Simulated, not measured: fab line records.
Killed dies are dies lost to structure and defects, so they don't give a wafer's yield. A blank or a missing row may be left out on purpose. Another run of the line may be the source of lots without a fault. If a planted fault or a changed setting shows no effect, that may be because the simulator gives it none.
A struck lot beside a sound one | flow nand-harc | 15 out of 1302 route steps
Sound: these wafers, L306.1, L306.5, L306.6. Struck: wafers L324.2, L324.3, L324.6. The cause is named last.
For every step that has rows: the tool of each side, followed by ch and its chambers, followed by its first start. Under that, the readings that differ: sound wafers | struck wafers | difference of the means | sigmas: that difference in standard deviations of wafers without a fault.
alike: a reading whose means differ by less than 2 such deviations, as well as words and numbers matching on both sides. not compared: withheld readings; readings where some wafer has no value; bounds like >300 that might hide an equal value; numbers whose values overlap and for which the record gives no deviation.
Wherever a step has rows on one side only, a row that says differs or no value, or a row with sigmas, the two part there. When numbers do not overlap yet have no deviation, they are printed without sigmas and do not part them. Lack of a reading on every wafer of one side parts them only where that side has two or more wafers.

first, 4 steps without rows for these wafers: NHARC_P_BONDPAD_EBR_05; NHARC_P_BONDPAD_EXPOSE_06 (exposes mask P BPAD); NHARC_P_BONDPAD_PEB_07 (peb time 80 s); NHARC_P_BONDPAD_DEVELOP_08 (time 50 s).
NHARC_P_BONDPAD_CD_MEAS_09: target cd 500 nm.
  sound on cd-sem-01 ch 0, day 7 06:08; struck on cd-sem-03 ch 0, day 14 17:08
  alike: cd-nm
NHARC_P_BONDPAD_OVL_MEAS_38:
  struck on overlay-02, day 14 17:13; sound on overlay-01, day 7 06:13
  alike: overlay-x-nm, overlay-y-nm
then, 1 step without rows for these wafers: NHARC_P_BONDPAD_HARDBAKE_10 (time 65 s).
NHARC_P_BONDPAD_DESCUM_11: chemistry O2, time 3 s.
  sound on rie-diel-05 ch 1,2,3, day 7 06:22; struck on rie-diel-01 ch 0,1,3, day 14 17:20
  alike: drypump-motor-current-A, oes-product-au, rf-vpp-V, showerhead-plenum-p-Torr, throttle-valve-pct
  not compared: rf-hours-counter-h
NHARC_P_BONDPAD_ETCH_37: etches the open film in N2/H2, target depth 60 nm, overetch 18 nm, time 65.91 s.
  sound on rie-diel-05 ch 0,1,3, day 7 06:26; struck on rie-diel-01 ch 0,2,3, day 14 17:26
  alike: drypump-motor-current-A, h2-flow-sccm, oes-product-au, rf-fwd-power-W, rf-vpp-V, run-length-s, showerhead-plenum-p-Torr, throttle-valve-pct
  not compared: rf-hours-counter-h
NHARC_P_BONDPAD_ETCH_12: etches the open film in CHF3/O2, target depth 200 nm, time 100 s.
  sound on rie-diel-05 ch 0,1; struck on rie-diel-01 ch 0,2
  alike: drypump-motor-current-A, oes-product-au, rf-fwd-power-W, rf-vpp-V, run-length-s, showerhead-plenum-p-Torr, throttle-valve-pct
  not compared: rf-hours-counter-h
NHARC_P_BONDPAD_CD_MEAS_13:
  struck on cd-sem-03, day 14 17:40; sound on cd-sem-03, day 7 06:39
  alike: cd-nm
NHARC_P_BONDPAD_STRIP_15: strips in O2.
  sound on rie-diel-01 ch 1,2,3, day 7 06:46; struck on rie-diel-05 ch 1,3, day 14 17:44
  alike: drypump-motor-current-A, oes-product-au, rf-vpp-V, showerhead-plenum-p-Torr, throttle-valve-pct
  not compared: rf-hours-counter-h
NHARC_P_BONDPAD_ETCH_24: etches the open film in CF4/N2, target depth 30 nm, time 72.99 s.
  sound on rie-diel-01 ch 1,2,3, day 7 06:54; struck on rie-diel-05 ch 0,1,3, day 14 17:53
  reading                | sound                | struck               | difference                    | sigmas
  rf-fwd-power-W (W)     | 300.1 298.0 297.5    | - - -                | no value on the struck wafers |
  run-length-s (s)       | 94.4 94.1 94.3       | 76.9 76.5 75.8       | -17.9                         | -51
  throttle-valve-pct (%) | 19.821 19.801 19.819 | 19.792 19.793 19.798 | -0.019                        | -2
  alike: drypump-motor-current-A, oes-product-au, rf-vpp-V, showerhead-plenum-p-Torr
  not compared: rf-hours-counter-h
then, 1 step without rows for these wafers: NHARC_P_BONDPAD_STRIP_16 (strips in post etch residue remover, time 600 s).
-- jump in the record: it breaks off in module P_BONDPAD and resumes in module END (first step shown: number 1302 of the route), and 18 days separate the struck wafers' starts before and after --
NHARC_END_SORT_01:
  sound on prober-01 ch 0, day 25 03:20; struck on prober-01 ch 0, day 32 18:57
  reading                  | sound          | struck         | difference | sigmas
  defect-limited-yield (%) | 85.5 83.8 83.9 | 90.5 91.1 91.6 | +6.7       | +2
  killed-at-array          | 97 107 102     | 59 54 53       | -47        | -2
  killed-dies              | 98 110 109     | 64 60 57       | -45        | -2
  alike: killed-at-other, killed-at-periphery, killed-open, killed-short

## WHERE THEY PART
At NHARC_P_BONDPAD_ETCH_24 first; at NHARC_END_SORT_01 last (within this record only).

WHY: what the simulator had put in
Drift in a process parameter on rie-diel-05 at NHARC_P_BONDPAD_ETCH_24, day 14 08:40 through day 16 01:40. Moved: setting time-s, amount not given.
